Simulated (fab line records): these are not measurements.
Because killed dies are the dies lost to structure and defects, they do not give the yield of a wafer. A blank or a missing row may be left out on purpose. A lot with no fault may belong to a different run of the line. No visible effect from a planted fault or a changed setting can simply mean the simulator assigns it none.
fab line records	flow n5Finfet
[record] lots = 24	wafers = 72	lastDay = 19
route steps=1938 shown BEOL_M9@1446 BEOL_M10@1524 BEOL_M11@1557
lots that met no fault: from a run of the same line without faults
startH: hours from the record's opening day to when the first of the lot's shown wafers began	waitH: time in hours since the lot's previous step	" unchanged from the row above	L1.1+2: one row covering several wafers at once	- value missing, or start not given	* or withheld: withheld	< > ~ a bound
route shown NAME@n: NAME is a module with steps in the file, n the number in the route of the first one	usual: mean and standard deviation over wafers with no fault	same: alike in all rows	chamber/n: place in a boat	sites: each site's reading	_std_site: standard deviation across them	_edge_site: inner sites' mean taken away from outer sites' mean	radiusMm: how far each site lies from the wafer's centre	mask NAME#n: copy n	behind: the tool/chamber that last shaped the wafer	hold: why the lot was held/for how many hours/how that ended	device: which transistor (n, p or np) failed to switch	end of line: tests of these same wafers at the route's end	step lacking rows: just its recipe	killed: at the first sort, the dies lost to defects and structure; wafer yield is something else	map: a wafer's dies, x killed, . not, _ none there
set.NAME: the setting the step ran with; set.NAME@STEP: the setting that earlier step ran with	model.NAME: the simulator's own value behind a step, which no gauge read
steps of the route over a sample of lots; a table a step, a row a wafer
services: the hour from which a tool's chamber was out of use, counted from the record's first day as startH (under 0 if before that day), plus the number of hours and why
[[steps]]
[step N5_BEOL_M9_TRENCH_ETCH_37]
[recipe] chemistry = C4F6/O2	targetDepthA = 1514.3	target = SiCOH_lowk	timeS = 49	ionEnergyEv = 250	pressureMtorr = 30	sourceW = 345	biasW = 185	Ar_flow_sccm = 300	C4F6_flow_sccm = 10	O2_flow_sccm = 10
[usual] biasW = 185.0/0.5	drypumpMotorCurrentA = 6.0/0.48	oes_ar_750_au = 0.77/0.085	oes_o_777_au = 0.77/0.088	oesProductAu = 0.77/0.092	rfVppV = 669/11	showerheadPlenumPTorr = 2.83/0.089	throttleValvePct = 20.92/0.26
lot.wafer	tool	chamber	startH	waitH	biasW	drypumpMotorCurrentA	oes_ar_750_au	oes_o_777_au	oesProductAu	rfHoursCounterH	rfVppV	showerheadPlenumPTorr	throttleValvePct
L074.1	rieDiel-06	3	-	-	184.6	5.6	0.73	0.74	0.73	178	687	2.95	21.16
L074.2	"	2	"	"	185.3	6.7	0.71	0.72	0.71	226	672	2.72	21.18
L074.6	"	1	"	"	184.2	5.8	0.74	0.73	0.75	-	678	2.73	20.61
L077.2	rieDiel-02	1	-	-	184.5	5.7	0.70	0.70	0.69	188	667	2.94	20.91
L077.3	"	2	"	"	184.6	5.8	0.70	0.71	0.69	230	656	2.81	21.07
L077.5	"	2	"	"	184.4	5.8	0.70	0.71	0.69	-	655	2.81	21.05
L075.2	rieDiel-02	2	-	-	186.4	5.9	0.70	0.70	0.69	232	657	2.81	21.07
L075.3	"	3	"	"	184.9	6.5	0.77	0.78	0.77	127	653	2.72	21.01
L075.5	"	2	"	"	186.1	5.9	0.70	0.71	0.68	-	654	2.81	21.06
L079.1	rieDiel-02	0	-	-	185.0	6.5	0.73	0.74	0.72	170	681	2.84	21.26
L079.3	"	2	"	"	185.1	5.9	0.70	0.71	0.69	235	656	2.81	21.04
L079.4	"	1	"	"	184.7	5.7	0.69	0.70	0.69	193	667	2.93	20.93
L078.3	rieDiel-06	3	-	-	185.1	5.6	0.72	0.72	0.72	187	686	2.95	21.16
L078.4	"	0	"	"	185.3	6.4	0.85	0.86	0.89	-	673	2.90	20.77
L078.6	"	2	"	"	184.6	6.7	0.70	0.71	0.70	-	673	2.71	21.20
L076.3	rieDiel-02	1	-	-	185.8	5.7	0.69	0.69	0.69	193	668	2.93	20.92
L076.4	"	2	"	"	185.3	5.8	0.70	0.70	0.69	235	654	2.81	21.09
L076.5	"	2	"	"	185.1	5.8	0.70	0.72	0.69	-	654	2.81	21.05
L082.1	rieDiel-06	3	-	-	184.9	5.6	0.71	0.72	0.71	195	684	2.94	21.17
L082.2	"	1	"	"	185.4	5.8	0.73	0.72	0.74	170	677	2.72	20.62
L082.4	"	0	"	"	185.2	6.4	0.85	0.85	0.86	60	673	2.90	20.76
L081.4	rieDiel-02	0	-	-	184.1	6.5	0.72	0.73	0.72	176	681	2.84	21.27
L081.5	"	1	"	"	184.9	5.7	0.69	0.69	0.68	-	668	2.93	20.95
L081.6	"	2	"	"	183.9	5.9	0.69	0.70	0.68	-	654	2.81	21.07
L083.1	rieDiel-02	2	-	-	185.3	5.8	0.69	0.70	0.67	245	653	2.81	21.05
L083.4	"	1	"	"	185.5	5.7	0.69	0.69	0.68	203	667	2.93	20.94
L083.5	"	0	"	"	186.0	6.6	0.72	0.73	0.72	-	682	2.84	21.28
L080.3	rieDiel-05	2	-	-	185.1	6.7	0.93	0.94	0.95	5	650	2.81	20.57
L080.4	"	1	"	"	185.2	5.7	0.68	0.65	0.68	234	671	2.71	21.30
L080.5	"	3	"	"	185.2	5.2	0.72	0.73	0.70	-	657	2.84	21.13
L084.4	rieDiel-05	3	-	-	184.4	5.2	0.72	0.73	0.71	227	657	2.84	21.13
L084.5	"	3	"	"	185.7	5.2	0.73	0.74	0.70	-	658	2.84	21.12
L084.6	"	0	"	"	184.7	6.0	0.87	0.87	0.87	-	673	2.88	20.45
L085.1	rieDiel-06	1	-	-	185.0	5.8	0.72	0.72	0.73	171	677	2.72	20.61
L085.2	"	3	"	"	185.4	5.6	0.71	0.71	0.70	196	685	2.94	21.16
L085.6	"	1	"	"	184.7	5.8	0.73	0.72	0.73	-	679	2.72	20.61
L086.2	rieDiel-05	1	-	-	185.4	5.7	0.68	0.65	0.68	240	672	2.71	21.32
L086.3	"	2	"	"	184.0	6.7	0.92	0.91	0.93	10	650	2.80	20.57
L086.4	"	3	"	"	184.6	5.2	0.71	0.72	0.70	233	656	2.84	21.14
L090.1	rieDiel-05	2	-	-	184.5	6.7	0.91	0.90	0.91	13	649	2.80	20.55
L090.2	"	0	"	"	185.3	6.0	0.86	0.85	0.85	46	672	2.88	20.45
L090.4	"	3	"	"	185.0	5.2	0.71	0.72	0.70	235	658	2.83	21.14
L088.1	rieDiel-02	1	-	-	184.9	5.7	0.68	0.68	0.67	217	667	2.92	20.95
L088.3	"	2	"	"	184.4	5.9	1.00	1.02	1.01	1	655	2.80	20.77
L088.5	"	3	"	"	184.5	6.5	0.76	0.76	0.74	-	655	2.71	21.04
L087.2	rieDiel-06	0	-	-	184.5	6.5	0.82	0.83	0.85	73	670	2.90	20.79
L087.3	"	2	"	"	185.6	6.7	0.98	0.99	1.00	3	684	3.04	20.91
L087.4	"	3	"	"	184.8	5.6	0.70	0.72	0.70	208	684	2.94	21.18
L089.2	rieDiel-05	1	-	-	184.7	5.7	0.67	0.65	0.67	248	669	2.71	21.31
L089.4	"	2	"	"	185.6	6.8	0.90	0.90	0.89	20	648	2.80	20.58
L089.5	"	3	"	"	185.1	5.2	0.71	0.72	0.69	-	656	2.83	21.14
L091.2	rieDiel-06	1	-	-	184.7	5.8	0.72	0.71	0.72	184	678	2.71	20.63
L091.4	"	3	"	"	184.5	5.6	0.70	0.71	0.70	210	687	2.94	21.21
L091.5	"	3	"	"	184.7	5.6	0.70	0.71	0.69	-	685	2.94	21.18
L092.1	rieDiel-06	1	-	-	184.4	5.8	0.72	0.70	0.71	192	677	2.71	20.64
L092.2	"	0	"	"	185.0	6.5	0.81	0.82	0.83	83	669	2.89	20.78
L092.3	"	1	"	"	184.2	5.8	0.71	0.70	0.71	-	679	2.71	20.64
L094.2	rieDiel-06	0	-	-	185.5	6.5	0.81	0.82	0.82	89	671	2.89	20.81
L094.3	"	1	"	"	185.0	5.8	0.71	0.70	0.71	198	676	2.71	20.66
L094.4	"	0	"	"	184.8	6.5	0.81	0.81	0.83	-	670	2.89	20.81
L097.2	rieDiel-05	0	-	-	184.8	5.9	0.82	0.83	0.83	71	672	2.87	20.49
L097.4	"	3	"	"	184.8	5.2	0.98	0.99	0.99	-	657	2.83	20.86
L097.6	"	0	"	"	185.7	5.9	0.82	0.82	0.83	-	671	2.87	20.48
L093.1	rieDiel-06	3	-	-	185.3	5.6	0.69	0.70	0.70	223	684	2.93	21.23
L093.2	"	1	"	"	184.3	5.8	0.71	0.70	0.71	200	678	2.71	20.67
L093.4	"	3	"	"	185.0	5.6	0.69	0.70	0.70	-	686	2.93	21.21
L096.2	rieDiel-05	0	-	-	185.0	6.0	0.83	0.82	0.82	73	670	2.87	20.47
L096.3	"	3	"	"	184.7	5.2	0.96	0.98	0.97	5	659	2.83	20.85
L096.5	"	1	"	"	184.6	5.7	0.67	0.64	0.66	-	668	2.71	21.34
L095.3	rieDiel-06	1	-	-	186.3	5.8	0.71	0.69	0.71	203	677	2.71	20.68
L095.4	"	2	"	"	184.9	6.7	0.94	0.95	0.97	14	683	3.04	20.96
L095.5	"	2	"	"	184.8	6.7	0.94	0.95	0.95	-	684	3.04	20.93
[step N5_BEOL_M10_ALD_74]
[recipe] material = TaN	targetThkA = 20	tempC = 275	aldPrecursorFamily = PDMAT	aldCoReactant = NH3	pressureTorr = 3	carrierFlowSccm = 1500	pulseTimeS = 2	purgeTimeS = 3	coReactantPurgeTimeS = 2	coReactantPulseTimeS = 3	aldCycles = 40	precursorVesselTempC = 75	precursorVesselPressureTorr = 26.25	precursorVesselCarrierSccm = 1000
[usual] heaterPowerW = 406/43
[same] pulseTimeS = 2	purgeTimeS = 3
lot.wafer	tool	chamber	startH	waitH	heaterPowerW
L074.1	aldMetal-04	1	225.06	0.0	391
L074.2	"	3	"	"	354
L074.6	"	0	"	"	355
L077.2	aldMetal-04	3	242.49	0.0	354
L077.3	"	0	"	"	361
L077.5	"	1	"	"	381
L075.2	aldMetal-04	3	249.10	0.0	361
L075.3	"	2	"	"	443
L075.5	"	3	"	"	358
L079.1	aldMetal-03	3	257.23	0.3	434
L079.3	"	2	"	"	431
L079.4	"	0	"	"	353
L078.3	aldMetal-02	0	258.61	0.0	463
L078.4	"	2	"	"	463
L078.6	"	2	"	"	458
L076.3	aldMetal-04	2	258.79	0.1	435
L076.4	"	0	"	"	365
L076.5	"	1	"	"	387
L082.1	aldMetal-02	2	282.55	0.0	464
L082.2	"	3	"	"	425
L082.4	"	0	"	"	477
L081.4	aldMetal-03	0	284.73	0.3	351
L081.5	"	3	"	"	443
L081.6	"	2	"	"	423
L083.1	aldMetal-03	1	292.15	0.1	427
L083.4	"	0	"	"	357
L083.5	"	1	"	"	437
L080.3	aldMetal-04	2	294.21	0.0	430
L080.4	"	0	"	"	362
L080.5	"	1	"	"	379
L085.1	aldMetal-04	2	294.96	0.0	427
L085.2	"	0	"	"	349
L085.6	"	2	"	"	435
L084.4	aldMetal-03	0	295.14	0.1	345
L084.5	"	1	"	"	430
L084.6	"	2	"	"	436
L086.2	aldMetal-03	1	314.53	0.1	436
L086.3	"	2	"	"	415
L086.4	"	3	"	"	445
L090.1	aldMetal-02	0	319.86	0.0	468
L090.2	"	3	"	"	429
L090.4	"	2	"	"	456
L088.1	aldMetal-02	3	334.97	0.0	429
L088.3	"	0	"	"	475
L088.5	"	2	"	"	458
L087.2	aldMetal-03	0	335.91	0.1	353
L087.3	"	3	"	"	447
L087.4	"	2	"	"	418
L089.2	aldMetal-02	2	340.09	0.0	464
L089.4	"	0	"	"	470
L089.5	"	0	"	"	485
L091.2	aldMetal-03	1	341.66	0.0	431
L091.4	"	0	"	"	356
L091.5	"	1	"	"	429
L092.1	aldMetal-04	0	370.54	0.0	343
L092.2	"	1	"	"	363
L092.3	"	3	"	"	346
L094.2	aldMetal-02	2	380.93	0.0	454
L094.3	"	0	"	"	479
L094.4	"	1	"	"	428
L093.1	aldMetal-04	0	390.11	0.0	343
L093.2	"	1	"	"	355
L093.4	"	2	"	"	370
L097.2	aldMetal-02	0	390.30	0.1	473
L097.4	"	1	"	"	435
L097.6	"	1	"	"	431
L096.2	aldMetal-04	2	395.66	0.0	382
L096.3	"	1	"	"	368
L096.5	"	1	"	"	359
L095.3	aldMetal-04	2	398.01	0.2	373
L095.4	"	3	"	"	345
L095.5	"	1	"	"	365
[step N5_BEOL_M10_THK_MEAS_53]
[recipe] thkMeasGauge = xrf	reads = Cu_of_BEOL_M10_ECD_50
[usual] M10_THK = 144/4.3
lot.wafer	tool	chamber	startH	waitH	M10_THK[nm]
L074.1	filmMetro-02	-	227.00	-	135
L074.2	"	-	"	"	143
L074.6	"	-	"	"	140
L077.2	filmMetro-02	-	245.63	-	146
L077.3	"	-	"	"	140
L077.5	"	-	"	"	138
L075.2	filmMetro-02	-	251.22	-	145
L075.3	"	-	"	"	148
L075.5	"	-	"	"	146
L079.1	filmMetro-02	-	259.25	-	147
L079.3	"	-	"	"	145
L079.4	"	-	"	"	148
L078.3	filmMetro-02	-	260.31	-	144
L078.4	"	-	"	"	145
L078.6	"	-	"	"	146
L076.3	filmMetro-01	-	260.58	-	136
L076.4	"	-	"	"	141
L076.5	"	-	"	"	137
L082.1	filmMetro-01	-	283.88	-	147
L082.2	"	-	"	"	147
L082.4	"	-	"	"	145
L081.4	filmMetro-01	-	287.86	-	137
L081.5	"	-	"	"	141
L081.6	"	-	"	"	138
L083.1	filmMetro-02	-	295.06	-	152
L083.4	"	-	"	"	151
L083.5	"	-	"	"	150
L080.3	filmMetro-02	-	295.79	-	144
L080.4	"	-	"	"	150
L080.5	"	-	"	"	143
L085.1	filmMetro-01	-	298.22	-	136
L085.2	"	-	"	"	137
L085.6	"	-	"	"	140
L084.4	filmMetro-02	-	298.45	-	147
L084.5	"	-	"	"	150
L084.6	"	-	"	"	146
L086.2	filmMetro-02	-	315.99	-	141
L086.3	"	-	"	"	146
L086.4	"	-	"	"	141
L090.1	filmMetro-01	-	322.02	-	141
L090.2	"	-	"	"	144
L090.4	"	-	"	"	142
L088.1	filmMetro-01	-	336.51	-	143
L088.3	"	-	"	"	147
L088.5	"	-	"	"	145
L087.2	filmMetro-02	-	337.30	-	152
L087.3	"	-	"	"	149
L087.4	"	-	"	"	147
L089.2	filmMetro-01	-	341.63	-	140
L089.4	"	-	"	"	138
L089.5	"	-	"	"	135
L091.2	filmMetro-02	-	345.91	-	146
L091.4	"	-	"	"	146
L091.5	"	-	"	"	147
L092.1	filmMetro-01	-	373.55	-	142
L092.2	"	-	"	"	145
L092.3	"	-	"	"	143
L094.2	filmMetro-01	-	382.85	-	142
L094.3	"	-	"	"	140
L094.4	"	-	"	"	140
L093.1	filmMetro-01	-	391.44	-	140
L093.2	"	-	"	"	146
L093.4	"	-	"	"	140
L097.2	filmMetro-01	-	391.94	-	141
L097.4	"	-	"	"	144
L097.6	"	-	"	"	146
L096.2	filmMetro-01	-	397.11	-	139
L096.3	"	-	"	"	134
L096.5	"	-	"	"	134
L095.3	filmMetro-02	-	400.60	-	138
L095.4	"	-	"	"	144
L095.5	"	-	"	"	139
[step N5_BEOL_M10_INSPECT_58]
[recipe] inspectInstrument = darkfield	mode = postDep
[usual] rawDefectCount = 77/26
lot.wafer	tool	chamber	startH	waitH	rawDefectCount
L074.1	defectInspect-01	-	227.20	0.0	64
L074.2	"	-	"	"	79
L074.6	"	-	"	"	68
L077.2	defectInspect-01	-	245.79	0.0	56
L077.3	"	-	"	"	66
L077.5	"	-	"	"	65
L075.2	defectInspect-02	-	251.38	0.0	77
L075.3	"	-	"	"	101
L075.5	"	-	"	"	100
L079.1	defectInspect-01	-	259.41	0.0	112
L079.3	"	-	"	"	90
L079.4	"	-	"	"	81
L078.3	defectInspect-01	-	260.47	0.0	134
L078.4	"	-	"	"	84
L078.6	"	-	"	"	142
L076.3	defectInspect-01	-	260.74	0.0	82
L076.4	"	-	"	"	66
L076.5	"	-	"	"	84
L082.1	defectInspect-02	-	284.04	0.0	67
L082.2	"	-	"	"	53
L082.4	"	-	"	"	55
L081.4	defectInspect-02	-	288.02	0.0	76
L081.5	"	-	"	"	43
L081.6	"	-	"	"	49
L083.1	defectInspect-02	-	295.22	0.0	58
L083.4	"	-	"	"	54
L083.5	"	-	"	"	29
L080.3	defectInspect-02	-	295.96	0.0	67
L080.4	"	-	"	"	57
L080.5	"	-	"	"	69
L085.1	defectInspect-01	-	298.38	0.0	118
L085.2	"	-	"	"	181
L085.6	"	-	"	"	76
L084.4	defectInspect-01	-	298.61	0.0	57
L084.5	"	-	"	"	37
L084.6	"	-	"	"	66
L086.2	defectInspect-02	-	316.15	0.0	86
L086.3	"	-	"	"	71
L086.4	"	-	"	"	52
L090.1	defectInspect-01	-	322.18	0.0	80
L090.2	"	-	"	"	49
L090.4	"	-	"	"	104
L088.1	defectInspect-01	-	336.70	0.0	71
L088.3	"	-	"	"	52
L088.5	"	-	"	"	43
L087.2	defectInspect-01	-	337.49	0.0	67
L087.3	"	-	"	"	57
L087.4	"	-	"	"	73
L089.2	defectInspect-01	-	341.79	0.0	59
L089.4	"	-	"	"	118
L089.5	"	-	"	"	59
L091.2	defectInspect-01	-	346.07	0.0	50
L091.4	"	-	"	"	81
L091.5	"	-	"	"	102
L092.1	defectInspect-01	-	373.71	0.0	75
L092.2	"	-	"	"	64
L092.3	"	-	"	"	81
L094.2	defectInspect-01	-	383.01	0.0	61
L094.3	"	-	"	"	69
L094.4	"	-	"	"	102
L093.1	defectInspect-01	-	391.60	0.0	51
L093.2	"	-	"	"	81
L093.4	"	-	"	"	64
L097.2	defectInspect-02	-	392.10	0.0	100
L097.4	"	-	"	"	67
L097.6	"	-	"	"	97
L096.2	defectInspect-01	-	397.27	0.0	85
L096.3	"	-	"	"	78
L096.5	"	-	"	"	74
L095.3	defectInspect-02	-	400.76	0.0	60
L095.4	"	-	"	"	62
L095.5	"	-	"	"	75
[step N5_BEOL_M11_HM_OPEN_17]
[recipe] chemistry = Cl2/BCl3	targetDepthA = 200	overetchA = 60	target = TiN	maskMaterial = SOC	ionEnergyEv = 150	pressureMtorr = 10	icpW = 1000	biasW = 126	Cl2_flow_sccm = 53.25	bcl3FlowSccm = 21.75	Ar_flow_sccm = 25
[usual] biasW = 126.0/0.37	drypumpMotorCurrentA = 5.9/0.63	oes_ar_750_au = 0.82/0.089	oesProductAu = 0.70/0.073	throttleValvePct = 22.1/0.4
lot.wafer	tool	chamber	startH	waitH	biasW	drypumpMotorCurrentA	oes_ar_750_au	oesProductAu	rfHoursCounterH	throttleValvePct
L074.1	rieMetal-03	1	228.80	0.0	125.4	5.3	0.97	0.82	3	22.3
L074.2	"	0	"	"	125.7	6.7	0.87	0.76	11	21.5
L074.6	"	1	"	"	126.1	5.3	0.96	0.83	-	22.3
L077.2	rieMetal-02	1	249.08	0.0	125.6	6.6	0.69	0.58	99	22.5
L077.3	"	0	"	"	126.0	5.3	0.91	0.78	-	21.8
L077.5	"	0	"	"	126.4	5.3	0.91	0.77	-	21.8
L075.2	rieMetal-01	0	256.21	0.0	126.0	5.9	0.67	0.59	90	22.7
L075.3	"	1	"	"	126.2	5.4	0.83	0.71	-	22.3
L075.5	"	0	"	"	125.8	5.8	0.66	0.57	-	22.7
L079.1	rieMetal-03	1	263.68	0.0	126.1	5.3	0.94	0.80	6	22.4
L079.3	"	1	"	"	125.5	5.3	0.93	0.80	-	22.3
L079.4	"	0	"	"	126.0	6.8	0.86	0.74	-	21.6
L078.3	rieMetal-02	1	263.77	0.1	125.9	6.7	0.68	0.58	-	22.5
L078.4	"	0	"	"	126.4	5.3	0.90	0.76	-	21.8
L078.6	"	1	"	"	126.2	6.7	0.68	0.57	-	22.5
L076.3	rieMetal-02	1	264.02	0.1	125.9	6.7	0.68	0.58	-	22.5
L076.4	"	0	"	"	126.2	5.3	0.90	0.77	-	21.8
L076.5	"	1	"	"	125.7	6.7	0.69	0.59	-	22.5
L082.1	rieMetal-01	1	287.54	0.0	126.2	5.4	0.82	0.71	25	22.3
L082.2	"	0	"	"	125.4	5.9	0.66	0.57	93	22.7
L082.4	"	0	"	"	125.1	5.8	0.66	0.57	-	22.8
L081.4	rieMetal-01	1	290.28	0.1	126.2	5.4	0.82	0.71	-	22.3
L081.5	"	1	"	"	126.2	5.4	0.82	0.71	-	22.3
L081.6	"	0	"	"	126.1	5.9	0.67	0.57	-	22.7
L083.1	rieMetal-01	0	298.51	0.0	126.3	5.8	0.66	0.57	94	22.7
L083.4	"	1	"	"	125.9	5.4	0.82	0.71	-	22.3
L083.5	"	1	"	"	126.6	5.4	0.82	0.71	-	22.3
L080.3	rieMetal-03	1	298.98	0.2	126.3	5.3	0.92	0.79	-	22.3
L080.4	"	0	"	"	126.0	6.8	0.84	0.74	-	21.5
L080.5	"	1	"	"	126.1	5.3	0.92	0.79	-	22.4
L085.1	rieMetal-01	0	305.25	0.0	125.8	5.8	0.66	0.57	95	22.8
L085.2	"	1	"	"	125.9	5.4	0.81	0.71	27	22.2
L085.6	"	0	"	"	126.0	5.9	0.66	0.57	-	22.7
L084.4	rieMetal-03	0	305.47	0.1	126.2	6.8	0.85	0.71	-	21.6
L084.5	"	1	"	"	125.7	5.3	0.92	0.79	-	22.4
L084.6	"	0	"	"	126.2	6.7	0.84	0.71	-	21.6
L086.2	rieMetal-03	0	319.47	0.0	125.7	6.8	0.84	0.71	19	21.6
L086.3	"	1	"	"	126.7	5.3	0.91	0.76	-	22.4
L086.4	"	0	"	"	125.4	6.8	0.84	0.72	-	21.6
L090.1	rieMetal-02	0	326.21	0.0	126.5	5.3	0.88	0.75	17	21.8
L090.2	"	1	"	"	126.0	6.7	0.67	0.57	105	22.5
L090.4	"	1	"	"	126.1	6.7	0.68	0.57	-	22.5
L088.1	rieMetal-03	0	339.80	0.0	125.8	6.7	0.84	0.71	21	21.6
L088.3	"	1	"	"	126.3	5.3	0.90	0.75	-	22.4
L088.5	"	0	"	"	125.6	6.7	0.83	0.71	-	21.6
L087.2	rieMetal-03	1	340.44	0.0	125.4	5.3	0.90	0.76	13	22.4
L087.3	"	0	"	"	126.0	6.7	0.83	0.70	-	21.6
L087.4	"	1	"	"	126.0	5.3	0.90	0.76	-	22.4
L089.2	rieMetal-01	1	346.47	0.0	126.6	5.4	0.80	0.70	29	22.3
L089.4	"	0	"	"	125.9	5.9	0.65	0.56	-	22.8
L089.5	"	0	"	"	125.6	5.8	0.65	0.57	-	22.7
L091.2	rieMetal-03	0	347.84	0.0	125.1	6.7	0.83	0.71	22	21.6
L091.4	"	0	"	"	126.5	6.7	0.83	0.70	-	21.6
L091.5	"	0	"	"	126.3	6.7	0.84	0.70	-	21.6
L092.1	rieMetal-02	0	375.20	0.0	126.3	5.3	0.86	0.72	22	21.8
L092.2	"	0	"	"	125.7	5.3	0.85	0.73	-	21.8
L092.3	"	0	"	"	125.6	5.3	0.86	0.72	-	21.8
L094.2	rieMetal-02	0	386.75	0.0	125.5	5.3	0.86	0.72	24	21.8
L094.3	"	1	"	"	126.4	6.7	0.98	0.82	-	22.2
L094.4	"	0	"	"	125.8	5.3	0.85	0.72	-	21.8
L093.1	rieMetal-01	1	393.68	0.0	126.5	5.4	0.79	0.70	33	22.3
L093.2	"	1	"	"	125.7	5.4	0.79	0.70	-	22.3
L093.4	"	1	"	"	125.8	5.4	0.79	0.69	-	22.3
L097.2	rieMetal-03	1	396.37	0.0	125.6	5.3	0.87	0.74	19	22.4
L097.4	"	0	"	"	126.0	6.7	0.81	0.70	-	21.6
L097.6	"	0	"	"	126.3	6.7	0.82	0.70	-	21.6
L096.2	rieMetal-03	0	401.17	0.0	125.6	6.8	0.82	0.70	27	21.6
L096.3	"	0	"	"	126.1	6.7	0.81	0.68	-	21.6
L096.5	"	0	"	"	126.1	6.8	0.81	0.68	-	21.6
L095.3	rieMetal-03	1	404.14	0.1	126.1	5.3	0.87	0.73	-	22.4
L095.4	"	0	"	"	125.5	6.8	0.81	0.70	-	21.6
L095.5	"	0	"	"	125.6	6.8	0.81	0.69	-	21.6
[step N5_BEOL_M11_INSPECT_30]
[recipe] mode = adi	inspectInstrument = brightfield
[usual] rawDefectCount = 428/96
lot.wafer	tool	chamber	startH	waitH	rawDefectCount
L074.1	defectInspect-01	-	230.21	0.0	298
L074.2	"	-	"	"	333
L074.6	"	-	"	"	296
L077.2	defectInspect-02	-	250.09	0.0	428
L077.3	"	-	"	"	556
L077.5	"	-	"	"	655
L075.2	defectInspect-01	-	257.85	0.0	445
L075.3	"	-	"	"	361
L075.5	"	-	"	"	365
L079.1	defectInspect-01	-	266.97	0.0	381
L079.3	"	-	"	"	332
L079.4	"	-	"	"	287
L078.3	defectInspect-02	-	267.17	0.0	515
L078.4	"	-	"	"	445
L078.6	"	-	"	"	527
L076.3	defectInspect-01	-	267.31	0.0	371
L076.4	"	-	"	"	458
L076.5	"	-	"	"	426
L082.1	defectInspect-02	-	290.91	0.0	406
L082.2	"	-	"	"	315
L082.4	"	-	"	"	336
L081.4	defectInspect-01	-	290.96	0.0	426
L081.5	"	-	"	"	338
L081.6	"	-	"	"	341
L083.1	defectInspect-02	-	303.93	0.0	303
L083.4	"	-	"	"	488
L083.5	"	-	"	"	402
L080.3	defectInspect-01	-	304.11	0.0	428
L080.4	"	-	"	"	322
L080.5	"	-	"	"	540
L085.1	defectInspect-01	-	305.80	0.0	563
L085.2	"	-	"	"	612
L085.6	"	-	"	"	438
L084.4	defectInspect-01	-	306.10	0.0	595
L084.5	"	-	"	"	469
L084.6	"	-	"	"	365
L086.2	defectInspect-02	-	320.71	0.0	400
L086.3	"	-	"	"	317
L086.4	"	-	"	"	346
L090.1	defectInspect-01	-	327.74	0.0	356
L090.2	"	-	"	"	339
L090.4	"	-	"	"	417
L087.2	defectInspect-02	-	345.35	0.0	431
L087.3	"	-	"	"	318
L087.4	"	-	"	"	385
L088.1	defectInspect-02	-	345.51	0.0	442
L088.3	"	-	"	"	294
L088.5	"	-	"	"	375
L089.2	defectInspect-02	-	348.76	0.0	435
L089.4	"	-	"	"	503
L089.5	"	-	"	"	487
L091.2	defectInspect-01	-	348.94	0.0	472
L091.4	"	-	"	"	464
L091.5	"	-	"	"	665
L092.1	defectInspect-01	-	375.95	0.0	594
L092.2	"	-	"	"	427
L092.3	"	-	"	"	389
L094.2	defectInspect-01	-	389.04	0.0	492
L094.3	"	-	"	"	573
L094.4	"	-	"	"	511
L093.1	defectInspect-02	-	395.42	0.0	394
L093.2	"	-	"	"	423
L093.4	"	-	"	"	458
L097.2	defectInspect-02	-	399.43	0.0	371
L097.4	"	-	"	"	419
L097.6	"	-	"	"	534
L096.2	defectInspect-02	-	402.27	0.0	397
L096.3	"	-	"	"	516
L096.5	"	-	"	"	436
L095.3	defectInspect-01	-	406.16	0.0	351
L095.4	"	-	"	"	338
L095.5	"	-	"	"	393
[[services]]
tool	chamber	startH	hours	kind
rieDiel-05	1	198.10	1.3	repair
aldMetal-02	-	203.60	0.8	repair
rieDiel-06	3	216.58	5.0	repair
aldMetal-02	-	233.34	1.0	repair
rieDiel-06	1	240.99	8.6	repair
rieMetal-03	-	256.46	0.9	repair
aldMetal-02	-	268.63	1.1	repair
aldMetal-03	-	272.09	0.4	repair
rieMetal-03	-	282.04	1.4	pm
rieMetal-01	-	305.91	15.6	pm
aldMetal-02	-	308.73	8.7	pm
aldMetal-04	-	318.09	1.4	repair
rieDiel-06	1	319.92	6.7	repair
aldMetal-02	-	325.33	2.8	pm
aldMetal-03	3	325.61	6.2	repair
aldMetal-04	-	337.48	14.0	pm
rieMetal-01	-	340.07	2.8	pm
rieDiel-06	3	357.07	4.4	repair
rieDiel-05	2	361.93	29.1	repair
aldMetal-03	2	368.05	7.5	repair
aldMetal-03	-	372.22	1.8	repair
aldMetal-03	-	387.20	6.0	pm
aldMetal-03	1	396.80	7.8	repair
rieMetal-01	0	397.93	7.1	repair
[[key]]
fault none
